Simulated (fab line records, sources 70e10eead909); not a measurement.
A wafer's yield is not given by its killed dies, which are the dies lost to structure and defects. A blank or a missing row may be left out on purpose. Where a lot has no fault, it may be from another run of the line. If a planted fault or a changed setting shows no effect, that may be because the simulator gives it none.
Chamber matching -- flow nand_harc -- cmp-02 running NHARC_A_BONDPAD_CMP_29: 4 sister chambers
The step polishes SiCN, target thk 200 nm. 8 wafers are shown with their chamber, then 8 later ones without.

WAFERS PAIRED WITH THEIR CHAMBERS
wafer,chamber,motor_current_A (A)
L643.5,1,11.5
L652.5,1,11.8
L654.2,0,14.7
L654.6,2,11.1
L653.1,0,14.7
L653.2,2,11.0
L653.4,3,10.6
L655.1,3,10.3

WAFERS MISSING THEIR CHAMBER
wafer,motor_current_A (A)
L655.2,12.1
L655.5,10.5
L657.1,10.7
L657.2,11.3
L657.3,11.9
L665.3,10.4
L665.4,15.0
L665.6,10.7

THE CHAMBER EACH PASSED THROUGH
wafer,from the rows above,in truth
L655.2,1,1
L655.5,3,3
L657.1,can't be placed: 3 or 2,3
L657.2,can't be placed: 2 or 1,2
L657.3,1,1
L665.3,3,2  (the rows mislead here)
L665.4,0,0
L665.6,can't be placed: 3 or 2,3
Correct placement for 4 of the 8. Not placeable from these rows: 3 (in 3, the candidates include the true chamber). 1 placed wrongly.
How it was worked out, from the rows above alone: a wafer's distance from a chamber is the root of the sum, over the readings, of the square of ((its reading less the chamber's mean) divided by the reading's scatter). The wafer belongs to the nearest chamber; if the next one is less than 2 further off, it can't be placed. The mean given for a chamber averages the wafers shown for that chamber. The scatter: the root of (the sum of the squares of (reading less its chamber's mean) over the shown wafers, divided by (wafers less chambers)).
